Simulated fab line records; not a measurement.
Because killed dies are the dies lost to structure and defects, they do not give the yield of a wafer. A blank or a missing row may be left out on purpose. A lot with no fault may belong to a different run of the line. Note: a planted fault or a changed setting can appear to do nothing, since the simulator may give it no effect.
fab line records	flow n5_finfet	part 1 of 2: steps 1 to 23 of 35
[record] lots = 5	wafers = 15	last_day = 17
route steps=1938 shown DUMMY_REMOVAL@384 HKMG_FIN@385
lots that met no fault: taken from a fault-free run of the same line
start_h: hours from the record's first day to the start of the lot's first wafer shown	wait_h: hours since the lot's step before	" unchanged from the row above	L1.1+2: a single row standing in for several wafers	- no value, or no start was given	* or withheld: withheld	< > ~ a bound
route shown NAME@n: names a module that has steps shown in the file, with the first one's number in the route	usual: mean/standard deviation of fault-free wafers	same: alike in all rows	chamber/n: place in a boat	sites: per-site readings	_std_site: the values' standard deviation	_edge_site: outer sites' mean less inner sites'	radius_mm: how far each site lies from the wafer's centre	mask NAME#n: copy n	behind: tool/chamber where the wafer was last shaped	hold: why the lot went on hold/how many hours it stayed there/how the hold came to an end	device: transistor that didn't switch, given as n, p or np	end of line: the same wafers' tests at the end of the route	a step without rows: its recipe alone	killed: dies lost to structure and defects at the first sort, not the wafer's yield	map: a wafer's dies, x killed, . not, _ none there
set.NAME: the setting that was run; set.NAME@STEP: the one run at that earlier step	model.NAME: the simulator's own value behind a step, which no gauge read
lots at some steps of the route; a table a step, a row a wafer
services: the hour from which a tool's chamber was out of use, counted from the record's first day as start_h (under 0 if before that day), plus the number of hours and why
[[steps]]
[step N5_DUMMY_REMOVAL_SRD_05]
[recipe] dry = ipa_marangoni	do_ppb = 5	time_s = 30	temp_c = 23	rinse_liquid = diw
lot.wafer	tool	chamber	start_h	wait_h
L075.2+3+6	wet_bench-04	5,1,7	77.58	0.0
L084.3+4+6	wet_bench-04	1,0,5	132.23	0.0
L087.2+3+4	wet_bench-03	7,5,4	153.84	0.0
L090.2+3+6	wet_bench-03	6,7,5	164.36	0.0
L091.1+2+6	wet_bench-03	2,0,7	173.10	0.0
[step N5_HKMG_FIN_IL_REGROW_00]
[recipe] material = SiO2	target_thk_a = 7.5	chemistry = O3	temp_c = withheld	time_s = 30
lot.wafer	tool	chamber	start_h	wait_h
L075.2+3+6	ald_hk-01	0,2,1	77.63	0.0
L084.3+4+6	ald_hk-02	0,2,2	132.28	0.0
L087.2+3+4	ald_hk-02	0,2,1	153.89	0.0
L090.2+3+6	ald_hk-03	2,3,2	164.40	0.0
L091.1+2+6	ald_hk-03	1,0,0	173.15	0.0
[step N5_HKMG_FIN_HK_ALD_01]
[recipe] material = HfO2	target_thk_a = 16	temp_c = withheld	ald_precursor_family = HfCl4	ald_co_reactant = H2O	pulse_time_s = 3	purge_time_s = 3	co_reactant_purge_time_s = 2.5	co_reactant_pulse_time_s = 0.3	ald_cycles = 30
[usual] precursor_pulse_height_rel = 0.998/0.022
lot.wafer	tool	chamber	start_h	wait_h	precursor_pulse_height_rel
L075.2	ald_hk-01	0	77.68	0.0	1.034
L075.3	"	2	"	"	0.997
L075.6	"	1	"	"	0.999
L084.3	ald_hk-02	0	132.33	0.0	0.978
L084.4	"	2	"	"	0.982
L084.6	"	2	"	"	1.015
L087.2	ald_hk-02	0	153.94	0.0	1.014
L087.3	"	2	"	"	0.966
L087.4	"	1	"	"	1.013
L090.2	ald_hk-03	2	164.45	0.0	0.999
L090.3	"	3	"	"	0.997
L090.6	"	2	"	"	1.006
L091.1	ald_hk-03	1	173.20	0.0	1.026
L091.2	"	0	"	"	0.993
L091.6	"	0	"	"	0.982
[step N5_HKMG_FIN_HK_ANNEAL_02]
[recipe] temp_c = 700	time_s = 30	ambient = N2	idle_temp_c = 600	ramp_up_c_per_s = 150	ramp_down_c_per_s = 60	cool_to_c = 600
[usual] lamp_power_pct = 8.80/0.053	lamp_zone_2_pct = 8.798/0.013	wafer_temp_C_max = 703.0/0.67
lot.wafer	tool	chamber	start_h	wait_h	lamp_power_pct	lamp_zone_2_pct	wafer_temp_C_max
L075.2	rtp_anneal-01	0	77.89	0.1	8.73	8.791	703.1
L075.3	"	0	"	"	8.72	8.796	703.4
L075.6	"	0	"	"	8.81	8.798	702.2
L084.3	rtp_anneal-01	0	132.58	0.2	8.86	8.801	702.7
L084.4	"	0	"	"	8.86	8.789	703.0
L084.6	"	0	"	"	8.88	8.806	703.7
L087.2	rtp_anneal-02	0	154.15	0.1	8.84	8.822	702.8
L087.3	"	0	"	"	8.68	8.830	701.5
L087.4	"	0	"	"	8.72	8.804	703.3
L090.2	rtp_anneal-02	0	164.67	0.1	8.79	8.811	702.3
L090.3	"	0	"	"	8.81	8.801	703.5
L090.6	"	0	"	"	8.64	8.790	703.1
L091.1	rtp_anneal-02	0	173.38	0.1	8.73	8.779	702.7
L091.2	"	0	"	"	8.84	8.789	702.0
L091.6	"	0	"	"	8.80	8.816	702.1
[step N5_HKMG_FIN_ALD_74]
[recipe] material = La2O3	target_thk_a = 5	temp_c = 250	ald_precursor_family = La-Cp	ald_co_reactant = O3	pulse_time_s = 6	co_reactant_pulse_time_s = 1	purge_time_s = 3	co_reactant_purge_time_s = 3
[usual] heater_power_w = 363/49	precursor_pulse_height_rel = 1.003/0.021
lot.wafer	tool	chamber	start_h	wait_h	heater_power_w	precursor_pulse_height_rel
L075.2	ald_hk-02	2	78.08	0.2	421	0.949
L075.3	"	1	"	"	412	0.993
L075.6	"	1	"	"	401	1.032
L084.3	ald_hk-03	2	132.73	0.1	439	1.004
L084.4	"	0	"	"	327	1.006
L084.6	"	2	"	"	433	0.999
L087.2	ald_hk-03	1	154.34	0.2	313	0.980
L087.3	"	3	"	"	316	0.991
L087.4	"	0	"	"	319	1.006
L090.2	ald_hk-01	1	164.85	0.2	344	1.035
L090.3	"	0	"	"	329	1.014
L090.6	"	1	"	"	344	0.989
L091.1	ald_hk-01	1	173.78	0.3	334	1.004
L091.2	"	3	"	"	333	1.008
L091.6	"	3	"	"	332	1.007
[step N5_HKMG_FIN_ALD_75]
[recipe] material = Al2O3	target_thk_a = 10	temp_c = 150	ald_precursor_family = TMA	ald_co_reactant = H2O	pulse_time_s = withheld	co_reactant_pulse_time_s = 1
[usual] heater_power_w = 156/21	precursor_pulse_height_rel = 1.001/0.019
lot.wafer	tool	chamber	start_h	wait_h	heater_power_w	precursor_pulse_height_rel
L075.2	ald_hk-02	2	78.16	0.0	176	0.992
L075.3	"	1	"	"	178	1.020
L075.6	"	1	"	"	176	1.003
L084.3	ald_hk-03	2	132.81	0.0	190	1.035
L084.4	"	0	"	"	140	1.023
L084.6	"	2	"	"	192	0.984
L087.2	ald_hk-03	1	154.42	0.0	131	0.987
L087.3	"	3	"	"	135	0.989
L087.4	"	0	"	"	139	0.983
L090.2	ald_hk-01	1	164.93	0.0	146	1.021
L090.3	"	0	"	"	137	0.992
L090.6	"	1	"	"	146	0.970
L091.1	ald_hk-01	1	173.85	0.0	143	1.020
L091.2	"	3	"	"	142	0.992
L091.6	"	3	"	"	144	1.015
[step N5_HKMG_FIN_COAT_41]
[recipe] resist = SOC	temp_c = 250	time_s = 60	spin_rpm = 1500	resist_thk_nm = 300
lot.wafer	tool	chamber	start_h	wait_h
L075.2+3+6	litho_track-04	0	78.26	-
L084.3+4+6	litho_track-01	0	132.91	-
L087.2+3+4	litho_track-04	0	154.51	-
L090.2+3+6	litho_track-05	0	165.03	-
L091.1+2+6	litho_track-04	0	173.96	-
[step N5_HKMG_FIN_COAT_42]
[recipe] resist = SiARC	temp_c = 220	time_s = 60	spin_rpm = 1500	resist_thk_nm = 35
lot.wafer	tool	chamber	start_h	wait_h
L075.2+3+6	litho_track-04	0	-	-
L084.3+4+6	litho_track-01	0	-	-
L087.2+3+4	litho_track-04	0	-	-
L090.2+3+6	litho_track-05	0	-	-
L091.1+2+6	litho_track-04	0	-	-
[step N5_HKMG_FIN_COAT_43]
[recipe] resist = CAR-ArF	spin_rpm = 1500	resist_thk_nm = 90
lot.wafer	tool	chamber	start_h	wait_h
L075.2+3+6	litho_track-04	0	-	-
L084.3+4+6	litho_track-01	0	-	-
L087.2+3+4	litho_track-04	0	-	-
L090.2+3+6	litho_track-05	0	-	-
L091.1+2+6	litho_track-04	0	-	-
[step N5_HKMG_FIN_EBR_45]
[recipe] solvent = PGMEA	ebr_width_mm = 1.5
lot.wafer	tool	chamber	start_h	wait_h
L075.2+3+6	litho_track-04	0	-	-
L084.3+4+6	litho_track-01	0	-	-
L087.2+3+4	litho_track-04	0	-	-
L090.2+3+6	litho_track-05	0	-	-
L091.1+2+6	litho_track-04	0	-	-
[step N5_HKMG_FIN_SOFTBAKE_44]
[recipe] temp_c = 110	time_s = 60	resist = CAR-ArF
lot.wafer	tool	chamber	start_h	wait_h
L075.2+3+6	litho_track-04	0	-	-
L084.3+4+6	litho_track-01	0	-	-
L087.2+3+4	litho_track-04	0	-	-
L090.2+3+6	litho_track-05	0	-	-
L091.1+2+6	litho_track-04	0	-	-
[step N5_HKMG_FIN_EXPOSE_46]
[recipe] mask_id = NDIPOLE	na = 1.35	source_shape = conventional	sigma_outer = 0.8	polarization = unpolarized	dose_mj = 40
[same] na = 1.35
lot.wafer	tool	chamber	start_h	wait_h	mask
L075.2+3+6	arfi_scanner-01	0	78.50	-	NDIPOLE#0
L084.3+4+6	arfi_scanner-01	0	133.16	-	NDIPOLE#0
L087.2+3+4	arfi_scanner-02	0	154.76	-	NDIPOLE#0
L090.2+3+6	arfi_scanner-01	0	165.28	-	NDIPOLE#0
L091.1+2+6	arfi_scanner-01	0	174.07	-	NDIPOLE#0
[step N5_HKMG_FIN_PEB_47]
[recipe] peb_temp_c = withheld	peb_time_s = 60	resist = CAR-ArF
lot.wafer	tool	chamber	start_h	wait_h
L075.2+3+6	litho_track-05	0	78.56	0.0
L084.3+4+6	litho_track-01	0	133.21	0.0
L087.2+3+4	litho_track-01	0	154.82	0.0
L090.2+3+6	litho_track-05	0	165.33	0.0
L091.1+2+6	litho_track-01	0	174.13	0.1
[step N5_HKMG_FIN_DEVELOP_48]
[recipe] develop_time_s = 30	developer = TMAH	resist = CAR-ArF	rinse_liquid = diw	dry = air_spin	dev_temp_c = 23
lot.wafer	tool	chamber	start_h	wait_h
L075.2+3+6	litho_track-05	0	-	-
L084.3+4+6	litho_track-01	0	-	-
L087.2+3+4	litho_track-01	0	-	-
L090.2+3+6	litho_track-05	0	-	-
L091.1+2+6	litho_track-01	0	-	-
[step N5_HKMG_FIN_CD_MEAS_49]
[recipe] target_cd_nm = 202	landing_energy_ev = 500	detector = se_inlens	polarity = opening
[usual] cd_nm = 201.9/0.58
lot.wafer	tool	chamber	start_h	wait_h	cd_nm
L075.2	cd_sem-03	0	78.62	-	201.1
L075.3	"	0	"	"	201.6
L075.6	"	0	"	"	201.1
L084.3	cd_sem-02	0	133.28	-	203.2
L084.4	"	0	"	"	203.1
L084.6	"	0	"	"	203.7
L087.2	cd_sem-03	0	154.88	-	202.2
L087.3	"	0	"	"	203.0
L087.4	"	0	"	"	201.4
L090.2	cd_sem-02	0	165.40	-	201.8
L090.3	"	0	"	"	202.1
L090.6	"	0	"	"	201.6
L091.1	cd_sem-02	0	174.20	-	201.6
L091.2	"	0	"	"	202.1
L091.6	"	0	"	"	201.9
[step N5_HKMG_FIN_OVL_MEAS_50]
[recipe] points_per_wafer = 44
[usual] NDIPOLE_OVL = -0.2/0.89
lot.wafer	tool	chamber	start_h	wait_h	NDIPOLE_OVL[nm]
L075.2	overlay-02	0	78.65	0.0	-1.0
L075.3	"	0	"	"	-0.2
L075.6	"	0	"	"	-0.4
L084.3	overlay-01	0	133.31	0.0	-2.1
L084.4	"	0	"	"	-0.9
L084.6	"	0	"	"	-1.7
L087.2	overlay-02	0	154.91	0.0	-0.7
L087.3	"	0	"	"	-0.6
L087.4	"	0	"	"	-1.1
L090.2	overlay-01	0	165.43	0.0	-1.7
L090.3	"	0	"	"	-0.1
L090.6	"	0	"	"	-1.4
L091.1	overlay-02	0	174.23	0.0	-0.9
L091.2	"	0	"	"	-1.0
L091.6	"	0	"	"	-1.0
[step N5_HKMG_FIN_INSPECT_61]
[recipe] mode = adi	inspect_instrument = macro
[usual] raw_defect_count = 2.1/1.5
lot.wafer	tool	chamber	start_h	wait_h	raw_defect_count
L075.2	defect_inspect-01	-	78.68	0.0	2
L075.3	"	-	"	"	2
L075.6	"	-	"	"	1
L084.3	defect_inspect-01	-	133.33	0.0	1
L084.4	"	-	"	"	3
L084.6	"	-	"	"	1
L087.2	defect_inspect-01	-	154.94	0.0	3
L087.3	"	-	"	"	1
L087.4	"	-	"	"	1
L090.2	defect_inspect-02	-	165.45	0.0	4
L090.3	"	-	"	"	3
L090.6	"	-	"	"	1
L091.1	defect_inspect-02	-	174.25	0.0	5
L091.2	"	-	"	"	1
L091.6	"	-	"	"	0
[step N5_HKMG_FIN_DESCUM_53]
[recipe] chemistry = O2	time_s = 7.9	source_power_w = 50	bias_power_w = 20	pressure_mtorr = 20	rf_frequency_hz = 2.712e+07	temp_c = 40	resist = CAR-ArF	o2_flow_sccm = 225
[usual] drypump_motor_current_A = 5.9/0.33	oes_product_au = 0.80/0.086	rf_vpp_V = 243.4/1.6	showerhead_plenum_p_Torr = 2.11/0.099	throttle_valve_pct = 20.32/0.15
lot.wafer	tool	chamber	start_h	wait_h	drypump_motor_current_A	oes_product_au	rf_hours_counter_h	rf_vpp_V	showerhead_plenum_p_Torr	throttle_valve_pct
L075.2	rie_diel-02	2	79.21	0.5	6.4	0.69	215	243.6	2.06	20.52
L075.3	"	3	"	"	5.9	0.76	153	245.6	2.18	20.20
L075.6	"	3	"	"	5.9	0.76	-	244.4	2.18	20.19
L084.3	rie_diel-04	3	133.37	0.0	6.0	0.74	184	242.9	2.08	20.33
L084.4	"	1	"	"	6.1	0.73	195	240.5	1.98	20.23
L084.6	"	3	"	"	6.0	0.75	-	243.1	2.08	20.32
L087.2	rie_diel-04	0	154.97	0.0	6.4	0.91	34	245.4	2.24	20.21
L087.3	"	1	"	"	6.1	0.74	201	241.2	1.98	20.23
L087.4	"	2	"	"	6.1	0.88	47	243.5	2.03	20.49
L090.2	rie_diel-05	1	165.62	0.2	5.4	0.76	133	239.7	1.92	20.49
L090.3	"	3	"	"	6.3	0.70	234	243.7	2.16	20.64
L090.6	"	3	"	"	6.3	0.69	-	244.4	2.16	20.64
L091.1	rie_diel-02	3	174.31	0.1	5.9	0.72	184	243.3	2.17	20.22
L091.2	"	2	"	"	6.4	0.67	242	242.9	2.05	20.56
L091.6	"	2	"	"	6.4	0.67	-	242.6	2.05	20.58
[step N5_HKMG_FIN_ETCH_54]
[recipe] chemistry = CF4	target = SiARC	target_depth_a = 455	mask_material = CAR-ArF	time_s = 75.8	ion_energy_ev = 80	pressure_mtorr = 40	source_w = 545	bias_w = 36	Ar_flow_sccm = 100	cf4_flow_sccm = 100	ends = cleared
[usual] drypump_motor_current_A = 5.9/0.33	etch_rf_on_time_s = 75.6/1	oes_product_au = 0.69/0.072	rf_vpp_V = 184.3/1.4	showerhead_plenum_p_Torr = 2.16/0.092	throttle_valve_pct = 15.53/0.18
lot.wafer	tool	chamber	start_h	wait_h	drypump_motor_current_A	etch_rf_on_time_s	oes_product_au	rf_hours_counter_h	rf_vpp_V	showerhead_plenum_p_Torr	throttle_valve_pct
L075.2	rie_diel-02	2	79.25	0.0	6.4	75.3	0.59	215	184.2	2.11	15.76
L075.3	"	3	"	"	5.9	75.6	0.65	153	186.1	2.22	15.39
L075.6	"	3	"	"	5.9	76.2	0.66	-	186.0	2.22	15.39
L084.3	rie_diel-04	3	133.40	0.0	5.9	75.4	0.64	184	184.4	2.12	15.50
L084.4	"	1	"	"	6.1	76.5	0.63	195	184.5	2.04	15.50
L084.6	"	3	"	"	6.0	75.6	0.64	-	184.4	2.12	15.52
L087.2	rie_diel-04	0	155.00	0.0	6.4	74.7	0.78	34	182.8	2.27	15.31
L087.3	"	1	"	"	6.1	76.7	0.63	201	182.6	2.04	15.51
L087.4	"	2	"	"	6.1	74.4	0.75	47	184.2	2.10	15.72
L090.2	rie_diel-05	1	165.65	0.0	5.4	76.7	0.65	133	181.0	1.99	15.76
L090.3	"	3	"	"	6.3	75.1	0.61	234	185.1	2.20	15.85
L090.6	"	3	"	"	6.3	75.0	0.61	-	185.8	2.20	15.82
L091.1	rie_diel-02	3	174.35	0.0	5.9	77.4	0.62	184	185.4	2.21	15.47
L091.2	"	2	"	"	6.4	76.4	0.57	242	184.4	2.11	15.79
L091.6	"	2	"	"	6.4	76.4	0.57	-	183.3	2.11	15.81
[step N5_HKMG_FIN_ETCH_55]
[recipe] chemistry = N2/H2	target = SOC	target_depth_a = 2400	temp_c = 40	time_s = 300	ion_energy_ev = 200	mask_material = SiARC	pressure_mtorr = 30	source_w = 840	bias_w = 150	n2_flow_sccm = 200	h2_flow_sccm = 200
[usual] drypump_motor_current_A = 6.0/0.34	oes_product_au = 0.80/0.086	rf_vpp_V = 524/3.3	showerhead_plenum_p_Torr = 2.56/0.11	throttle_valve_pct = 17.77/0.18
lot.wafer	tool	chamber	start_h	wait_h	drypump_motor_current_A	oes_product_au	rf_hours_counter_h	rf_vpp_V	showerhead_plenum_p_Torr	throttle_valve_pct
L075.2	rie_diel-02	2	79.30	0.0	6.4	0.69	215	525	2.52	18.08
L075.3	"	3	"	"	5.9	0.76	153	528	2.65	17.72
L075.6	"	3	"	"	5.9	0.76	-	526	2.65	17.70
L084.3	rie_diel-04	3	133.46	0.0	6.0	0.74	184	524	2.53	17.77
L084.4	"	1	"	"	6.1	0.73	195	520	2.41	17.68
L084.6	"	3	"	"	6.0	0.75	-	524	2.53	17.79
L087.2	rie_diel-04	0	155.06	0.0	6.4	0.91	35	529	2.70	17.55
L087.3	"	1	"	"	6.1	0.73	201	521	2.41	17.68
L087.4	"	2	"	"	6.1	0.88	47	522	2.48	17.97
L090.2	rie_diel-05	1	165.71	0.0	5.4	0.76	133	519	2.35	18.02
L090.3	"	3	"	"	6.3	0.71	234	526	2.62	18.12
L090.6	"	3	"	"	6.3	0.71	-	526	2.62	18.13
L091.1	rie_diel-02	3	174.40	0.0	5.9	0.73	184	527	2.64	17.77
L091.2	"	2	"	"	6.4	0.67	243	522	2.51	18.12
L091.6	"	2	"	"	6.4	0.67	-	522	2.51	18.14
[step N5_HKMG_FIN_STRIP_56]
[recipe] chemistry = N2/H2	temp_c = 40	n2_flow_sccm = 200	h2_flow_sccm = 200	rf_frequency_hz = 6e+07
lot.wafer	tool	chamber	start_h	wait_h
L075.2+3+6	rie_diel-02	2,3,3	79.48	0.1
L084.3+4+6	rie_diel-04	3,1,3	133.64	0.1
L087.2+3+4	rie_diel-04	0,1,2	155.24	0.1
L090.2+3+6	rie_diel-05	1,3,3	165.89	0.1
L091.1+2+6	rie_diel-02	3,2,2	174.58	0.1
[step N5_HKMG_FIN_STRIP_57]
[recipe] chemistry = CF4	resist = SiARC	power_w = 300	bias_power_w = 75	pressure_mtorr = 50	cf4_flow_sccm = 150	rf_frequency_hz = 6e+07
[usual] drypump_motor_current_A = 5.9/0.33	oes_product_au = 0.79/0.08	rf_vpp_V = 271.4/1.9	showerhead_plenum_p_Torr = 1.81/0.076	throttle_valve_pct = 13.51/0.18
lot.wafer	tool	chamber	start_h	wait_h	drypump_motor_current_A	oes_product_au	rf_hours_counter_h	rf_vpp_V	showerhead_plenum_p_Torr	throttle_valve_pct
L075.2	rie_diel-02	2	79.49	0.0	6.4	0.69	215	272.1	1.78	13.77
L075.3	"	3	"	"	5.9	0.76	153	272.4	1.86	13.42
L075.6	"	3	"	"	5.9	0.76	-	273.2	1.86	13.41
L084.3	rie_diel-04	3	133.65	0.0	6.1	0.73	184	270.5	1.78	13.54
L084.4	"	1	"	"	6.1	0.74	195	268.9	1.71	13.52
L084.6	"	3	"	"	6.0	0.74	-	269.4	1.78	13.54
L087.2	rie_diel-04	0	155.25	0.0	6.4	0.88	35	272.4	1.91	13.28
L087.3	"	1	"	"	6.1	0.73	201	268.1	1.71	13.51
L087.4	"	2	"	"	6.1	0.87	47	270.4	1.76	13.66
L090.2	rie_diel-05	1	165.90	0.0	5.4	0.76	133	269.0	1.67	13.72
L090.3	"	3	"	"	6.3	0.70	234	272.4	1.84	13.83
L090.6	"	3	"	"	6.3	0.70	-	271.6	1.84	13.83
L091.1	rie_diel-02	3	174.59	0.0	5.9	0.73	185	272.8	1.85	13.48
L091.2	"	2	"	"	6.4	0.67	243	271.9	1.77	13.82
L091.6	"	2	"	"	6.4	0.67	-	271.6	1.77	13.81
[step N5_HKMG_FIN_ETCH_58]
[recipe] chemistry = N2/H2	target = SOC	target_depth_a = 2158	ion_energy_ev = 50	bias_w = 13	time_s = 741	pressure_mtorr = 30	source_w = 875	n2_flow_sccm = 200	h2_flow_sccm = 200
[usual] drypump_motor_current_A = 6.0/0.34	oes_product_au = 0.80/0.085	rf_vpp_V = 99.2/1.1	showerhead_plenum_p_Torr = 2.56/0.11	throttle_valve_pct = 17.73/0.18
lot.wafer	tool	chamber	start_h	wait_h	drypump_motor_current_A	oes_product_au	rf_hours_counter_h	rf_vpp_V	showerhead_plenum_p_Torr	throttle_valve_pct
L075.2	rie_diel-02	2	79.51	0.0	6.4	0.69	215	99.3	2.52	18.02
L075.3	"	3	"	"	5.9	0.76	153	100.1	2.65	17.67
L075.6	"	3	"	"	5.9	0.76	-	99.4	2.65	17.66
L084.3	rie_diel-04	3	133.67	0.0	6.0	0.75	184	97.7	2.53	17.74
L084.4	"	1	"	"	6.1	0.73	195	97.5	2.41	17.63
L084.6	"	3	"	"	6.0	0.75	-	98.3	2.53	17.72
L087.2	rie_diel-04	0	155.27	0.0	6.4	0.91	35	100.6	2.70	17.50
L087.3	"	1	"	"	6.1	0.73	201	97.4	2.41	17.65
L087.4	"	2	"	"	6.1	0.88	47	97.3	2.48	17.94
L090.2	rie_diel-05	1	165.92	0.0	5.4	0.77	134	99.5	2.35	17.95
L090.3	"	3	"	"	6.4	0.71	234	99.1	2.62	18.06
L090.6	"	3	"	"	6.3	0.71	-	99.7	2.62	18.08
L091.1	rie_diel-02	3	174.61	0.0	5.9	0.73	185	98.8	2.64	17.70
L091.2	"	2	"	"	6.4	0.67	243	100.7	2.51	18.08
L091.6	"	2	"	"	6.4	0.67	-	99.5	2.51	18.08
